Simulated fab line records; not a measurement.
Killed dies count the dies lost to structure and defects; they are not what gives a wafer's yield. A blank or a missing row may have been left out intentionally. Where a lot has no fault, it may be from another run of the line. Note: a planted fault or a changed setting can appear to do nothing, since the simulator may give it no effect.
Chamber matching -- flow nand-harc -- rie-diel-01 running NHARC_P_ZERO_WELL_DESCUM_39: 4 sister chambers
The step chemistry O2, time 3 s. 4 wafers are shown with their chamber, then 9 later ones without.

WAFERS, EACH WITH ITS CHAMBER
wafer,chamber,oes-product-au (a.u.)
L084.3,1,1.008
L086.3,3,0.989
L090.3,2,0.995
L090.4,0,1.001

WAFERS MISSING THEIR CHAMBER
wafer,oes-product-au (a.u.)
L092.1,0.999
L092.3,0.994
L092.5,0.995
L093.3,0.979
L093.5,0.996
L093.6,1.001
L096.1,0.988
L096.3,1.028
L096.4,1.013

CHAMBER TAKEN BY EACH
wafer,from the rows above,in truth
L092.1,can't be placed: 0 or 2 or 1 or 3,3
L092.3,can't be placed: 2 or 3 or 0 or 1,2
L092.5,can't be placed: 2 or 0 or 3 or 1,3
L093.3,can't be placed: 3 or 2 or 0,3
L093.5,can't be placed: 2 or 0 or 3 or 1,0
L093.6,can't be placed: 0 or 2 or 1 or 3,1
L096.1,can't be placed: 3 or 2 or 0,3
L096.3,can't be placed: 1 or 0 or 2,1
L096.4,can't be placed: 1 or 0 or 2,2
0 of 9 placed correctly. From these rows, 9 cannot be placed; in 9 the true chamber is one of the candidates. Number placed wrongly: 0.
How it was worked out, from the rows above alone: a wafer's distance from a chamber is the root of the sum, over the readings, of the square of ((its reading less the chamber's mean) divided by the reading's scatter). The wafer belongs to the nearest chamber; if the next one is less than 2 further off, it can't be placed. For every chamber, the mean is computed from those of its wafers that are shown. The scatter: with one shown wafer a chamber, the root of the mean of the squares of how far each hidden wafer lies from its nearest shown one.
